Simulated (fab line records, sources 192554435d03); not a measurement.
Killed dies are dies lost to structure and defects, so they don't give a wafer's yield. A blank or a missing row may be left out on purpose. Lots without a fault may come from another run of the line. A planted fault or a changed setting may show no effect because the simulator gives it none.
A struck lot beside a sound one | flow n5_finfet | 18 steps out of a route of 1938
Sound: wafers L691.1, L691.3, L691.6. Struck: wafers L696.1, L696.3. The cause comes at the end.
At each step with rows: each side's tool, then ch and its chambers, then its first start. Under that, the readings that differ: sound wafers | struck wafers | difference of the means | sigmas: that difference in standard deviations of wafers without a fault.
alike: readings whose means differ by less than 2 such deviations, and words and numbers that are the same on both sides. not compared: withheld readings, readings that some wafer has no value for, bounds like >300 that may hide the same value, and numbers for which the record gives no deviation and whose values overlap.
The two part at a step that has a row with sigmas, a row that says differs or no value, or rows on one side only. Numbers that don't overlap but have no deviation are shown without sigmas and don't part them. A reading that every wafer of one side lacks parts them only if that side has two wafers or more.

first, 4 steps without rows for these wafers: N5_BEOL_M1_SOFTBAKE_23 (time 60 s); N5_BEOL_M1_EXPOSE_25 (exposes mask V0, defocus 5 nm, target cd 24 nm); N5_BEOL_M1_PEB_26 (peb time 60 s); N5_BEOL_M1_DEVELOP_27 (develop time 30 s).
N5_BEOL_M1_CD_MEAS_28: target cd y 23.3 nm.
  sound on cd_sem-02 ch 0, day 8 14:20; struck on cd_sem-01 ch 0, day 9 08:01
  alike: cd_nm
N5_BEOL_M1_OVL_MEAS_29:
  sound on overlay-02 ch 0, day 8 14:22; struck on overlay-01 ch 0, day 9 08:02
  alike: V0_OVL
N5_BEOL_M1_INSPECT_30: inspects for defects (brightfield).
  sound on defect_inspect-01, day 8 14:26; struck on defect_inspect-02, day 9 08:05
  alike: raw_defect_count
N5_BEOL_M1_DESCUM_33: chemistry O2, time 7 s.
  sound on rie_diel-05 ch 0,1,2, day 8 14:28; struck on rie_diel-04 ch 0,2, day 9 08:22
  alike: drypump_motor_current_A, oes_product_au, rf_vpp_V, showerhead_plenum_p_Torr, throttle_valve_pct
  not compared: rf_hours_counter_h
N5_BEOL_M1_ETCH_77: etches underlayer in N2/H2, target depth 6.5 nm, time 5.2 s.
  sound on rie_diel-05 ch 0,1,2, day 8 14:30; struck on rie_diel-04 ch 0,2, day 9 08:23
  alike: drypump_motor_current_A, etch_rf_on_time_s, n2_flow_sccm, oes_product_au, rf_vpp_V, showerhead_plenum_p_Torr, throttle_valve_pct
  not compared: rf_hours_counter_h
N5_BEOL_M1_ETCH_69: etches SiARC in CF4, target depth 15.6 nm, time 26 s.
  sound on rie_diel-05 ch 0,1,2, day 8 14:31; struck on rie_diel-04 ch 0,2, day 9 08:25
  alike: cf4_flow_sccm, drypump_motor_current_A, etch_rf_on_time_s, oes_product_au, rf_vpp_V, showerhead_plenum_p_Torr, throttle_valve_pct
  not compared: rf_hours_counter_h
N5_BEOL_M1_ALD_98: deposits SiO2, target thk 2.5 nm, pulse time 1 s, co reactant pulse time 1 s.
  sound on ald_sin-01 ch 0,2, day 8 15:52; struck on ald_sin-04 ch 0,2, day 9 08:29
  alike: heater_power_w, precursor_pulse_height_rel
N5_BEOL_M1_ETCHBACK_99: etches SiO2 in CHF3, target depth 5 nm, time 10.4 s.
  sound on rie_diel-05 ch 1,2,3, day 8 15:59; struck on rie_diel-01 ch 0,2, day 9 10:07
  alike: CHF3_flow_sccm, drypump_motor_current_A, oes_product_au, rf_vpp_V, showerhead_plenum_p_Torr, throttle_valve_pct
  not compared: rf_hours_counter_h
N5_BEOL_M1_ETCH_70: etches SOC in N2/H2, target depth 80 nm, overetch 16 nm, time 120 s.
  sound on rie_diel-05 ch 1,2,3, day 8 16:01; struck on rie_diel-01 ch 0,2, day 9 10:08
  reading                                    | sound       | struck  | difference | sigmas
  model.SiARC_of_BEOL_M1_COAT_68.thk_nm (nm) | 6.8 6.8 6.4 | 8.4 8.2 | +1.6       |
  alike: drypump_motor_current_A, n2_flow_sccm, oes_product_au, rf_vpp_V, showerhead_plenum_p_Torr, throttle_valve_pct
  not compared: rf_hours_counter_h
then, 2 steps without rows for these wafers: N5_BEOL_M1_STRIP_71 (strips in N2/H2); N5_BEOL_M1_STRIP_78 (strips in N2/H2).
N5_BEOL_M1_VIA_ETCH_34: etches the open film in C4F6/O2, target depth 67.8 nm, time 64.4 s.
  sound on rie_diel-05 ch 1,2,3, day 8 16:07; struck on rie_diel-01 ch 0,2, day 9 10:15
  reading                  | sound          | struck  | difference | sigmas
  model.BEOL_M1.cd_nm (nm) | 17.6 18.2 17.8 | 17 17.4 | -1         |
  alike: drypump_motor_current_A, oes_product_au, rf_vpp_V, showerhead_plenum_p_Torr, throttle_valve_pct
  not compared: rf_hours_counter_h
then, 1 step without rows for these wafers: N5_BEOL_M1_STRIP_83 (strips in C4F6/O2).
N5_BEOL_M4_RC_MEAS_101:
  sound on prober-02 ch 0, day 10 07:34; struck on prober-01 ch 0, day 11 09:39
  alike: DIBL_N, DIBL_P, IOFF_N, IOFF_P, ION_N, ION_P, SS_N, SS_P, VT_N, VT_P

WHERE THEY PART
Nowhere in this record.

WHY: what the simulator had put in
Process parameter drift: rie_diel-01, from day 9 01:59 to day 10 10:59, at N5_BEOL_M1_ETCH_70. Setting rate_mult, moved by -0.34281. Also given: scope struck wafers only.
